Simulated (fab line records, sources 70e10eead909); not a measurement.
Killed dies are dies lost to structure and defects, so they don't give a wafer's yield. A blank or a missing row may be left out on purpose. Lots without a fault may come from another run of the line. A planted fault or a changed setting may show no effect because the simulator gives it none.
Chamber matching | flow nand_harc | NHARC_A_CHANNEL_HOLE_D1_ETCH_38 on rie_diel-13: 4 sister chambers
The step etches the open film in CF4, target depth 39 nm, time 65 s. 4 wafers are shown with their chamber, then 12 later ones without.

WAFERS WITH THEIR CHAMBER
wafer  | chamber | drypump_motor_current_A (A)
L087.2 | 3       | 5.1
L090.1 | 2       | 5.4
L090.2 | 0       | 5.6
L090.4 | 1       | 6.4

WAFERS WITHOUT THEIR CHAMBER
wafer  | drypump_motor_current_A (A)
L094.1 | 5.4
L094.4 | 5.5
L094.5 | 6.4
L093.1 | 5.5
L093.4 | 5.4
L093.5 | 5.1
L096.1 | 5.4
L096.4 | 6.4
L096.6 | 5.1
L097.1 | 6.4
L097.3 | 5.5
L097.4 | 5.1

WHICH CHAMBER EACH WENT THROUGH
wafer  | from the rows above     | in truth
L094.1 | 2                       | 2
L094.4 | can't be placed: 0 or 2 | 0
L094.5 | 1                       | 1
L093.1 | can't be placed: 0 or 2 | 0
L093.4 | 2                       | 2
L093.5 | 3                       | 3
L096.1 | 2                       | 2
L096.4 | 1                       | 1
L096.6 | 3                       | 3
L097.1 | 1                       | 1
L097.3 | can't be placed: 0 or 2 | 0
L097.4 | 3                       | 3
Placed correctly: 9 of 12. Can't be placed from these rows: 3 (the true chamber is among the candidates in 3). Placed wrongly: 0.
How it was worked out, from the rows above alone: a wafer's distance from a chamber is the root of the sum, over the readings, of the square of ((its reading less the chamber's mean) divided by the reading's scatter). The wafer belongs to the nearest chamber; if the next one is less than 2 further off, it can't be placed. A chamber's mean is the mean of its shown wafers. The scatter: with one shown wafer a chamber, the root of the mean of the squares of how far each hidden wafer lies from its nearest shown one.
